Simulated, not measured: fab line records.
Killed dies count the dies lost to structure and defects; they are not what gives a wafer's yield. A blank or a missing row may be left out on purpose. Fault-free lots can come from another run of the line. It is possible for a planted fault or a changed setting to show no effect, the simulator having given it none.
Problem report, 8D (eight disciplines) form, completed by code -- flow n5Finfet -- the parts of the form that need people (team, actions taken, sign-off) are left out

## 1. THE ISSUE
Across 5 wafers from 3 lots, GC_FILL_THK at N5_GATE_CUT_THK_MEAS_24 averages 130.2 nm, while fault-free wafers read 219.1 nm with a standard deviation of 2. That is -44 standard deviations from the usual mean.
The first sign was on wafer L762.3 at day 8 13:47, on filmMetro-01. At this step, 21 wafers from 7 lots have a number in the record. Rule for "out", or "out of limits": more than 4 standard deviations from the usual mean. All remaining wafers that have a number are taken as sound.

## 2. WHAT IT IS, WHAT IT ISN'T
question,is,is not
which readings at this step,GC_FILL_THK,-
which lots,"L762, L765, L767","L748, L749, L756, L757"
which wafers of those lots,"L762.3, L762.5, L765.3, L765.4, L767.4","L762.6, L765.2, L767.2, L767.6"
read on which gauges,filmMetro-01,filmMetro-02
when,from day 8 13:47,"up to then (13 sound wafers); but 3 sound wafers of L765, L767 came after"

## 3. SUSPECTS, AND WHAT RULES EACH OUT
Counting: a tool at a process step up to the reading stays a suspect if it ran every lot that is out. Sound lots after the first of them don't rule it out here, since some wafers of a struck lot are sound.
- the gauge at N5_GATE_CUT_THK_MEAS_24 has been ruled out. All the wafers that are out were read on filmMetro-01, but those of them that N5_GATE_CUT_HM_OPEN_40 has rows for are out there too, on other tools.
- pecvd-01 at N5_GATE_CUT_HM_DEP_46 (deposits SiO2 from TEOS/O2, target thk 130 nm, time 26.6 s): kept. It processed each lot that is out (first: L762, day 8 10:11); up to then, its last sound lot is L756 (day 7 04:26).
After counting, what remains is pecvd-01 at N5_GATE_CUT_HM_DEP_46.

## 4. THE CAUSE (what the simulator had put in)
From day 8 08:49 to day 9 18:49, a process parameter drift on pecvd-01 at N5_GATE_CUT_HM_DEP_46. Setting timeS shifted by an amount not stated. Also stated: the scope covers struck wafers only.
Counting left only this tool.

## 5. THE EFFECT CHAIN, in route order
Each row: a reading where the mean over the struck wafers with a number is more than 3 standard deviations away from the usual. Only readings whose record carries a usual standard deviation are examined. hours: median over the lots of the time between each lot's start at the first step of this table that gives one and its start at this step. sigmas: the change, counted in usual standard deviations.
hours,step,reading,usual,on struck wafers,change,sigmas
0,N5_GATE_CUT_HM_OPEN_40,etchRfOnTimeS,93.6 s,29.9,-63.7,-37
2,N5_GATE_CUT_THK_MEAS_24,GC_FILL_THK,219.1 nm,130.2,-88.9,-44
Process steps it contains:
- N5_GATE_CUT_HM_OPEN_40: chemistry C4F6/O2, target SiO2, target depth 139 nm, time 85.1 s.
At these later measuring or inspecting steps, every struck wafer for which the step has a row has a number for every such reading, and none has moved that far: N5_BEOL_M4_RC_MEAS_101.

## 6. WHAT WOULD HAVE CAUGHT IT SOONER
In this record the first reading out of limits at a measuring or inspecting step was taken at day 8 13:47, 5 hours after the fault began at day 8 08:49.
No tool reading at N5_GATE_CUT_HM_DEP_46 that has a usual standard deviation in the record was out on any struck wafer, so an alarm limit of 4 standard deviations on those readings would not have fired.
Of the lots that are out (3), L765, L767 began N5_GATE_CUT_HM_DEP_46 on pecvd-01 after day 8 13:47. A hold on the tool at that time would have spared those 2.
